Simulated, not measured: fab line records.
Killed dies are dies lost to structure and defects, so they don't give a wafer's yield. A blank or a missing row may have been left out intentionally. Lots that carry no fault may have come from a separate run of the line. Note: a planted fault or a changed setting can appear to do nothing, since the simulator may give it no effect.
Comparing a struck lot with a sound one | flow n5Finfet | 22 steps out of a route of 1938
Sound: these wafers, L364.4, L364.5, L364.6. The struck wafers were L355.2, L355.4, L355.6. The cause is named last.
Per side, at each step with rows, come the tool, then ch with its chambers, and then its first start. Under that, the readings that differ: sound wafers | struck wafers | difference of the means | sigmas: that difference in standard deviations of wafers without a fault.
alike: readings whose means differ by less than 2 such deviations, and words and numbers that are the same on both sides. not compared: withheld readings, readings that some wafer has no value for, bounds like >300 that may hide the same value, and numbers for which the record gives no deviation and whose values overlap.
A row with sigmas, a row that says differs or no value, or rows on one side alone: a step with any of these is where the two part. Numbers that have no deviation but don't overlap get no sigmas and don't part them. A reading missing from all wafers of one side parts the sides only when that side holds two or more wafers.

first, 8 steps without rows for these wafers: N5_BEOL_M0_PRE_CLEAN_131 (time 15 s); N5_BEOL_M0_CO_CAP_123 (material Co, precursor CCTBA/H2, target thk 2 nm, time 102.1 s); N5_BEOL_M0_PRE_CLEAN_124 (time 15 s); N5_BEOL_M0_DEP_125 (deposits SiCN from 3MS/NH3, target thk 8 nm, time 14 s); N5_BEOL_M1_ILD_DEP_00 (deposits SiOC from DEMS/O2, target thk 79 nm, time 15.3 s); N5_BEOL_M1_PECVD_72 (deposits SiO2 from TEOS/O2, target thk 16 nm, time 18 s); N5_BEOL_M1_HM_DEP_02 (deposits TiN, target thk 20 nm); N5_BEOL_M1_COAT_61 (time 60 s, resist thk 60 nm).
N5_BEOL_M1_COAT_62: time 60 s, resist thk 12 nm.
  sound on lithoTrack-03 ch 0, day 11 03:04; struck on lithoTrack-04 ch 0, day 8 05:07
reading            | sound                | struck               | difference | sigmas
spinSpeedRpm (rpm) | 1500.2 1499.4 1500.4 | 1459.0 1459.3 1457.9 | -41.3      | -41
  alike: resistLineTempC
then, 9 steps without rows for these wafers: N5_BEOL_M1_COAT_73 (time 60 s, resist thk 5 nm); N5_BEOL_M1_COAT_05 (resist thk 30 nm); N5_BEOL_M1_EBR_07; N5_BEOL_M1_SOFTBAKE_06 (time 60 s); N5_BEOL_M1_EXPOSE_08 (exposes mask M1); N5_BEOL_M1_PEB_09 (peb time 60 s); N5_BEOL_M1_DEVELOP_10 (develop time 30 s); N5_BEOL_M1_DESCUM_16 (chemistry O2, time 7 s); N5_BEOL_M1_ETCH_74 (etches underlayer in N2/H2, target depth 6.5 nm, time 5.2 s).
N5_BEOL_M1_ETCH_63: etches SiARC in CF4, target depth 15.6 nm, time 26 s.
  sound on rieDiel-01 ch 1,2,3, day 11 03:31; struck on rieDiel-03 ch 1,2,3, day 8 06:10
reading                 | sound             | struck            | difference | sigmas
model.etch.depthNm (nm) | 12.07 12.02 12.08 | 12.19 12.22 12.24 | +0.16      | 
  alike: cf4FlowSccm, drypumpMotorCurrentA, etchRfOnTimeS, oesProductAu, rfFwdPowerW, rfVppV, showerheadPlenumPTorr, throttleValvePct
  not compared: rfHoursCounterH
then, 1 step without rows for these wafers: N5_BEOL_M1_ETCH_64 (etches SOC in N2/H2, target depth 75 nm, overetch 15 nm, time 112.5 s).
N5_BEOL_M4_RC_MEAS_101:
  sound on prober-01 ch 0, day 12 17:43; struck on prober-02 ch 0, day 10 03:08
  alike: DIBL_N, DIBL_P, IOFF_N, IOFF_P, ION_N, ION_P, SS_N, SS_P, VT_N, VT_P
-- a jump in the record: the struck wafers' starts before and after are 5 days apart (it breaks off in module BEOL_M4 and resumes in module PASSIVATION, where the first step shown is number 1936 of the route) --
N5_PASSIVATION_PROBE_49:
  sound: prober-02 at day 17 09:56; struck: prober-02 at day 15 00:23
  alike: defectLimitedYield, killed_at_M0_to_M3, killed_at_M4_up, killedAtContacts, killedAtFrontEnd, killedAtOther, killedDies, killedOpen, killedShort, sort_bin_5_function, sort_bin_6_memory, sort_bin_8_speed, sortNPass, sortYieldPct

WHERE THEY PART
Within this record, at N5_BEOL_M1_COAT_62 only. Later steps at which nothing parts them and some readings are alike: N5_BEOL_M1_ETCH_63, N5_BEOL_M4_RC_MEAS_101, N5_PASSIVATION_PROBE_49.

WHY: whatever the simulator had introduced
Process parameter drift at N5_BEOL_M1_COAT_62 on lithoTrack-04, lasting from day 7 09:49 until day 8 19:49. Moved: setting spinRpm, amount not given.
